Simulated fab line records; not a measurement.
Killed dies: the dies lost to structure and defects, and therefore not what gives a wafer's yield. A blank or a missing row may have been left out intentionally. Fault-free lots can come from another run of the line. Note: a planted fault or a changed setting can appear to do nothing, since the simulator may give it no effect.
Chamber matching -- flow n5-finfet -- N5_BEOL_M8_ETCH_61 on rie-diel-02: 4 sister chambers
The step etches SiARC in CF4, target depth 45.5 nm, time 75.8 s. 30 wafers are shown with their chamber, then 12 later ones without.

WAFERS, EACH WITH ITS CHAMBER
wafer,chamber,showerhead-plenum-p-Torr (Torr),throttle-valve-pct (%),oes-product-au (a.u.)
L078.1,0,2.24,15.86,0.68
L078.4,1,2.25,15.90,0.68
L078.6,1,2.25,15.88,0.68
L077.1,2,2.10,15.80,0.58
L077.3,1,2.25,15.88,0.68
L077.4,0,2.23,15.88,0.68
L080.1,3,2.12,15.51,0.62
L080.3,0,2.23,15.90,0.67
L080.4,0,2.23,15.90,0.67
L081.2,3,2.12,15.53,0.62
L081.3,2,2.10,15.32,0.86
L081.4,1,2.24,15.91,0.66
L084.3,0,2.23,15.93,0.66
L084.5,1,2.24,15.92,0.66
L084.6,2,2.10,15.34,0.82
L082.4,2,2.10,15.35,0.81
L082.5,3,2.11,15.53,0.61
L082.6,2,2.10,15.36,0.82
L085.2,2,2.10,15.38,0.81
L085.3,3,2.11,15.55,0.60
L085.6,1,2.24,15.94,0.66
L088.1,3,2.11,15.55,0.60
L088.2,0,2.23,15.93,0.65
L088.4,1,2.24,15.95,0.65
L090.1,1,2.23,15.94,0.65
L090.3,2,2.09,15.36,0.80
L090.6,2,2.09,15.37,0.79
L091.1,2,2.09,15.36,0.79
L091.2,0,2.22,15.96,0.65
L091.3,3,2.11,15.57,0.60

SIGNATURES (means of the wafers above)
reading,chamber 0,chamber 1,chamber 2,chamber 3,scatter within a chamber
showerhead-plenum-p-Torr,2.2300,2.2425,2.0967,2.1133,0.00583
throttle-valve-pct,15.9086,15.9150,15.4044,15.5400,0.0861
oes-product-au,0.6657,0.6650,0.7867,0.6083,0.0457
Rule: a wafer's distance from a chamber is the root of the sum, over the readings, of the square of ((its reading less the chamber's mean) divided by the reading's scatter). If the next closest chamber is less than 2 further off than the closest, the wafer can't be placed; otherwise it belongs to the closest. The scatter: the root of (the sum of the squares of (reading less its chamber's mean) over the shown wafers, divided by (wafers less chambers)).

WAFERS WITH NO CHAMBER GIVEN
wafer,showerhead-plenum-p-Torr (Torr),throttle-valve-pct (%),oes-product-au (a.u.)
L092.4,2.09,15.36,0.79
L092.5,2.23,15.95,0.65
L092.6,2.09,15.38,0.78
L094.2,2.09,15.36,0.78
L094.5,2.11,15.58,0.60
L094.6,2.09,15.37,0.78
L095.2,2.23,15.96,0.65
L095.4,2.09,15.38,0.79
L095.6,2.11,15.56,0.60
L096.1,2.22,15.96,0.65
L096.2,2.23,15.96,0.64
L096.3,2.09,15.38,0.78

WHICH CHAMBER EACH WENT THROUGH
wafer,from the rows above,in truth
L092.4,2,2
L092.5,can't be placed: 0 or 1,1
L092.6,2,2
L094.2,2,2
L094.5,3,3
L094.6,2,2
L095.2,can't be placed: 0 or 1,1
L095.4,2,2
L095.6,3,3
L096.1,0,0
L096.2,can't be placed: 0 or 1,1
L096.3,2,2
Correct placement for 9 of the 12. These rows do not allow placing 3 (true chamber among the candidates in 3). 0 placed wrongly.
